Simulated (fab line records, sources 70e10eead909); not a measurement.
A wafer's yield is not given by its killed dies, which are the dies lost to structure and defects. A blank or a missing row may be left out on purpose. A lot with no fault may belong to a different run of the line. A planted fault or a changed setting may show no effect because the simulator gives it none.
Problem report in the 8D (eight disciplines) form, filled by code ; flow nand_harc ; the parts of the form that need people (team, actions taken, sign-off) are left out

1. PROBLEM STATEMENT
killed_at_array at NHARC_END_SORT_01 reads a mean of 429 on 6 wafers of 2 lots; wafers without a fault read 27 with a standard deviation of 10. Measured from the usual mean, that is +40 standard deviations.
Earliest sighting: wafer L634.1 on prober-01 at day 22 19:31. At this step, 10 wafers from 4 lots have a number in the record. The rule behind "out" and "out of limits": a value lying over 4 standard deviations away from the usual mean. Any other wafer with a number is counted as sound.

2. WHAT IT IS AND WHAT IT IS NOT
question;is;is not
which readings at this step;killed_at_array, defect_limited_yield, killed_dies, sort_bin_2_pct, sort_bin_3_pct, sort_bin_4_pct, sort_n_pass, sort_rim_yield_pct, sort_yield_pct;killed_at_periphery, killed_open, killed_short
which lots;L634, L635;L630, L636
which wafers of those lots;all that have a number;-
read on which gauges;prober-01;-
when;from day 22 19:31;"up to then (3 sound wafers); but 1 sound wafer of L636 came after"

3. WHAT RULES OUT EACH SUSPECT
Counting: any tool at a process step up to the reading is kept as a suspect provided that every lot that is out went through it and no sound lot did after the first of them.
- the gauge at NHARC_END_SORT_01: kept. All the wafers that are out were read on prober-01, and no step on other tools shows them out.
- ecd_cu-02 at NHARC_A_M1_ECD_22 (material Cu, target thk 400 nm): kept. It ran every lot that is out, first L634 (day 20 19:39), and no sound lot after that.
After counting, ecd_cu-02 at NHARC_A_M1_ECD_22 and prober-01 at NHARC_END_SORT_01 remain.

4. THE CAUSE (what the simulator had put in)
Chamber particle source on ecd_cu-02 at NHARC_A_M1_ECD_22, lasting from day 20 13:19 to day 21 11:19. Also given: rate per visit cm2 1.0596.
Counting left 2 suspects, and this tool is among them.

5. THE CHAIN OF EFFECTS, in route order
Rows list readings where the struck wafers' mean (over those with a number) sits beyond 3 standard deviations from the usual. Only readings whose record carries a usual standard deviation are examined. hours: median over the lots of the time between each lot's start at the first step of this table that gives one and its start at this step. sigmas: the change, counted in usual standard deviations.
hours;step;reading;usual;on struck wafers;change;sigmas
0;NHARC_END_SORT_01;defect_limited_yield;95.5 %;36.2;-59.2;-40
0;NHARC_END_SORT_01;killed_at_array;27;429;+402;+40
0;NHARC_END_SORT_01;killed_dies;31;432;+401;+40
0;NHARC_END_SORT_01;sort_bin_2_pct;1.4 %;22.7;+21.3;+32
0;NHARC_END_SORT_01;sort_bin_3_pct;0.25 %;4.90;+4.65;+20
0;NHARC_END_SORT_01;sort_bin_4_pct;2.8 %;36.2;+33.4;+36
0;NHARC_END_SORT_01;sort_n_pass;646;245;-401;-40
0;NHARC_END_SORT_01;sort_rim_yield_pct;96.2 %;36.8;-59.4;-23
0;NHARC_END_SORT_01;sort_yield_pct;95.5 %;36.2;-59.2;-40

6. HOW IT WOULD HAVE BEEN CAUGHT EARLIER
In this record the first reading out of limits at a measuring or inspecting step was taken at day 22 19:31, 54 hours after the fault began at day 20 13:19.
All the lots that are out (2) had begun NHARC_A_M1_ECD_22 on ecd_cu-02 by day 22 19:31. A hold on the tool at that time would have spared none of them.
